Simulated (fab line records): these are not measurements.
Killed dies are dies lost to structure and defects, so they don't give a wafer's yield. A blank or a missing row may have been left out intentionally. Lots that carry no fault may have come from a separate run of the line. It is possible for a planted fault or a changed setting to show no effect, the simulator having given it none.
Chamber matching | flow n5Finfet | 4 sister chambers for N5_BEOL_M14_ETCH_68 on rieDiel-02
The step etches SOC in N2/H2, time 450 s. 14 wafers are shown with their chamber, then 7 later ones without.

## WAFERS, EACH WITH ITS CHAMBER
wafer  | chamber | drypumpMotorCurrentA (A) | showerheadPlenumPTorr (Torr) | throttleValvePct (%)
L074.2 | 1       | 6.0                      | 2.61                         | 17.96
L074.5 | 3       | 5.8                      | 2.55                         | 17.66
L074.6 | 2       | 5.3                      | 2.68                         | 17.23
L081.3 | 3       | 5.8                      | 2.55                         | 17.69
L081.4 | 0       | 5.7                      | 2.45                         | 17.35
L081.5 | 3       | 5.8                      | 2.55                         | 17.68
L086.2 | 2       | 5.4                      | 2.67                         | 17.27
L086.4 | 3       | 5.8                      | 2.54                         | 17.71
L086.5 | 3       | 5.8                      | 2.54                         | 17.70
L087.1 | 1       | 6.0                      | 2.60                         | 17.64
L087.4 | 2       | 5.4                      | 2.67                         | 17.29
L087.5 | 2       | 5.4                      | 2.67                         | 17.28
L088.2 | 0       | 5.7                      | 2.44                         | 17.40
L088.5 | 3       | 5.8                      | 2.54                         | 17.73

SIGNATURES (averages over the wafers above)
reading               | chamber 0 | chamber 1 | chamber 2 | chamber 3 | scatter within a chamber
drypumpMotorCurrentA  | 5.700     | 6.000     | 5.375     | 5.800     | 0.0274
showerheadPlenumPTorr | 2.4450    | 2.6050    | 2.6725    | 2.5450    | 0.0057
throttleValvePct      | 17.3750   | 17.8000   | 17.2675   | 17.6950   | 0.0758
Rule: a wafer's distance from a chamber is the root of the sum, over the readings, of the square of ((its reading less the chamber's mean) divided by the reading's scatter). The wafer belongs to the nearest chamber; if the next one is less than 2 further off, it can't be placed. How the scatter is found: for the shown wafers, subtract from each reading the mean of its chamber, square and add these, divide the total by (wafers less chambers), then take the root.

## WAFERS MISSING THEIR CHAMBER
wafer  | drypumpMotorCurrentA (A) | showerheadPlenumPTorr (Torr) | throttleValvePct (%)
L088.6 | 5.4                      | 2.67                         | 17.31
L090.2 | 5.4                      | 2.66                         | 17.30
L090.4 | 5.7                      | 2.44                         | 17.40
L090.5 | 6.0                      | 2.60                         | 17.65
L093.1 | 6.0                      | 2.60                         | 17.66
L093.2 | 5.8                      | 2.53                         | 17.72
L093.6 | 5.7                      | 2.44                         | 17.42

## WHICH CHAMBER EACH ONE RAN IN
wafer  | from the rows above | in truth
L088.6 | 2                   | 2
L090.2 | 2                   | 2
L090.4 | 0                   | 0
L090.5 | 1                   | 1
L093.1 | 1                   | 1
L093.2 | 3                   | 3
L093.6 | 0                   | 0
7 of 7 placed correctly. Not placeable from these rows: 0. Wrongly placed: 0.
